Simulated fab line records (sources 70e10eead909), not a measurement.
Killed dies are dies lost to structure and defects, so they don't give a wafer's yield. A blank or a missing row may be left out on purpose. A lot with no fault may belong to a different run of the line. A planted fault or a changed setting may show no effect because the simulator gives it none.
Problem report in the 8D (eight disciplines) form, filled by code || flow nand-harc || the parts of the form that need people (team, actions taken, sign-off) are left out

## 1. WHAT WENT WRONG
Wafers without a fault read 998 nm, standard deviation 12; thk-nm at NHARC_A_ONON_D2_THK_MEAS_02 reads a mean of 930 nm on 6 wafers belonging to 2 lots. Relative to the usual mean, that is a shift of -5.7 standard deviations.
The step: measures by ellipsometry.
First seen on wafer L694.1, day 16 00:27, on film-metro-01. The record has a number at this step for 42 wafers belonging to 14 lots. Rule for "out", or "out of limits": more than 4 standard deviations from the usual mean. The rest of the wafers with a number are treated as sound.

## 2. WHAT IT IS; WHAT IT IS NOT
{"question": "which readings at this step", "is": "thk-nm", "is not": "-"}
{"question": "which lots", "is": "L694, L696", "is not": "L687, L690, L691, L702, L703, L704, L705, L706, L707, L708, L709, L710"}
{"question": "which wafers of those lots", "is": "all that have a number", "is not": "-"}
{"question": "read on which gauges", "is": "film-metro-01", "is not": "film-metro-02"}
{"question": "when", "is": "from day 16 00:27", "is not": "up to then (9 sound wafers); but 27 sound wafers of L702, L703, L704, L705, L706, L707, L708, L709, L710 came after"}

## 3. WHAT RULES OUT EACH SUSPECT
Counting: a tool stays on the suspect list if, at a process step up to the reading, it processed all lots that are out and no sound lot following the first of them.
- the gauge at NHARC_A_ONON_D2_THK_MEAS_02: kept. All the wafers that are out were read on film-metro-01, and no step on other tools shows them out.
- rie-si-01 at NHARC_A_DECK1_JOINT_ETCHBACK_07 (etches the open film in HBr, target depth 105 nm, time 26.9 s): ruled out as a lasting fault. The sound lots L702, L703, L706, L709 went through it after L694, its earliest lot that is out (day 14 08:17).
- pecvd-onon-04 at NHARC_A_ONON_D2_DEP_00 (target thk 1000 nm): kept. It processed each lot that is out, first L694 at day 15 23:56, and no sound lot thereafter; up to then, the last sound lot it processed was L691 at day 13 13:51.
Remaining after the count are pecvd-onon-04 at NHARC_A_ONON_D2_DEP_00 and film-metro-01 at NHARC_A_ONON_D2_THK_MEAS_02.

## 4. THE CAUSE (what the simulator had put in)
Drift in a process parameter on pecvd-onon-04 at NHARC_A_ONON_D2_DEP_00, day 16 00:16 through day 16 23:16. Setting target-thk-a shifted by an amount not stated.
Counting leaves 2 suspects; this tool is one of them.

## 5. THE CHAIN OF EFFECTS, in route order
One row per reading whose mean, taken over the struck wafers that have a number, lies over 3 standard deviations from the usual. Readings are gone through only where the record gives a usual standard deviation; hours: the median, over the lots, of the time from a lot's start at the first step in this table giving one to that lot's start at this step; sigmas: the change measured in usual standard deviations.
{"hours": 0, "step": "NHARC_A_ONON_D2_THK_MEAS_02", "reading": "thk-nm", "usual": "998 nm", "on struck wafers": 930, "change": -68, "sigmas": -5.7}

## 6. WHAT WOULD HAVE CAUGHT IT SOONER
The first out-of-limits reading at a measuring or inspecting step in this record came at day 16 00:27, 0 hours after the fault's start at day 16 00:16.
Of the lots that are out (2), L696 began NHARC_A_ONON_D2_DEP_00 on pecvd-onon-04 after day 16 00:27. A hold on the tool at that time would have spared it.
